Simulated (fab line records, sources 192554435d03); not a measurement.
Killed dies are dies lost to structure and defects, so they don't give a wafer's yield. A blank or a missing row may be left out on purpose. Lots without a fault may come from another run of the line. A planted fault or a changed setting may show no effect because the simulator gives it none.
Chamber matching | flow n5_finfet | N5_BEOL_M3_DESCUM_16 on rie_diel-05: 4 sister chambers
The step chemistry O2, time 7 s. 4 wafers are shown with their chamber, then 11 later ones without.

WAFERS WITH THEIR CHAMBER
wafer  | chamber | drypump_motor_current_A (A)
L085.1 | 2       | 5.7
L090.5 | 1       | 5.4
L090.6 | 0       | 6.4
L091.2 | 3       | 5.5

WAFERS WITHOUT THEIR CHAMBER
wafer  | drypump_motor_current_A (A)
L091.4 | 5.7
L091.6 | 5.7
L092.1 | 6.4
L092.2 | 5.7
L092.3 | 5.5
L095.2 | 6.4
L095.5 | 5.7
L095.6 | 5.4
L096.2 | 5.8
L096.4 | 5.5
L096.5 | 5.8

WHICH CHAMBER EACH WENT THROUGH
wafer  | from the rows above | in truth
L091.4 | 2                   | 2
L091.6 | 2                   | 2
L092.1 | 0                   | 0
L092.2 | 2                   | 2
L092.3 | 3                   | 3
L095.2 | 0                   | 0
L095.5 | 2                   | 2
L095.6 | 1                   | 1
L096.2 | 2                   | 2
L096.4 | 3                   | 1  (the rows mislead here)
L096.5 | 2                   | 2
Placed correctly: 10 of 11. Can't be placed from these rows: 0. Placed wrongly: 1.
How it was worked out, from the rows above alone: a wafer's distance from a chamber is the root of the sum, over the readings, of the square of ((its reading less the chamber's mean) divided by the reading's scatter). The wafer belongs to the nearest chamber; if the next one is less than 2 further off, it can't be placed. A chamber's mean is the mean of its shown wafers. The scatter: with one shown wafer a chamber, the root of the mean of the squares of how far each hidden wafer lies from its nearest shown one.
